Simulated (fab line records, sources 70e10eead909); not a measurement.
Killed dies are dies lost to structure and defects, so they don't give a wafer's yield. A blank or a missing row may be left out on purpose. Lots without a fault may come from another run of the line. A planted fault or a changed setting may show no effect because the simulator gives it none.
Chamber matching | flow nand_harc | NHARC_A_STAIRCASE_DEP_417 on pecvd-02: 3 sister chambers
The step deposits Si3N4, target thk 60 nm. 3 wafers are shown with their chamber, then 12 later ones without.

WAFERS WITH THEIR CHAMBER
wafer  | chamber | showerhead_vpp_V (V)
L087.4 | 2       | 1319
L089.4 | 1       | 1326
L089.6 | 0       | 1235

WAFERS WITHOUT THEIR CHAMBER
wafer  | showerhead_vpp_V (V)
L090.1 | 1338
L090.3 | 1251
L090.4 | 1351
L093.2 | 1315
L093.4 | 1250
L093.5 | 1374
L092.3 | 1323
L092.4 | 1338
L092.5 | 1331
L095.3 | 1331
L095.4 | 1233
L095.5 | 1325

WHICH CHAMBER EACH WENT THROUGH
wafer  | from the rows above     | in truth
L090.1 | can't be placed: 1 or 2 | 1
L090.3 | 0                       | 0
L090.4 | can't be placed: 1 or 2 | 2
L093.2 | can't be placed: 2 or 1 | 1
L093.4 | 0                       | 0
L093.5 | can't be placed: 1 or 2 | 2
L092.3 | can't be placed: 1 or 2 | 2
L092.4 | can't be placed: 1 or 2 | 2
L092.5 | can't be placed: 1 or 2 | 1
L095.3 | can't be placed: 1 or 2 | 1
L095.4 | 0                       | 0
L095.5 | can't be placed: 1 or 2 | 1
Placed correctly: 3 of 12. Can't be placed from these rows: 9 (the true chamber is among the candidates in 9). Placed wrongly: 0.
How it was worked out, from the rows above alone: a wafer's distance from a chamber is the root of the sum, over the readings, of the square of ((its reading less the chamber's mean) divided by the reading's scatter). The wafer belongs to the nearest chamber; if the next one is less than 2 further off, it can't be placed. A chamber's mean is the mean of its shown wafers. The scatter: with one shown wafer a chamber, the root of the mean of the squares of how far each hidden wafer lies from its nearest shown one.
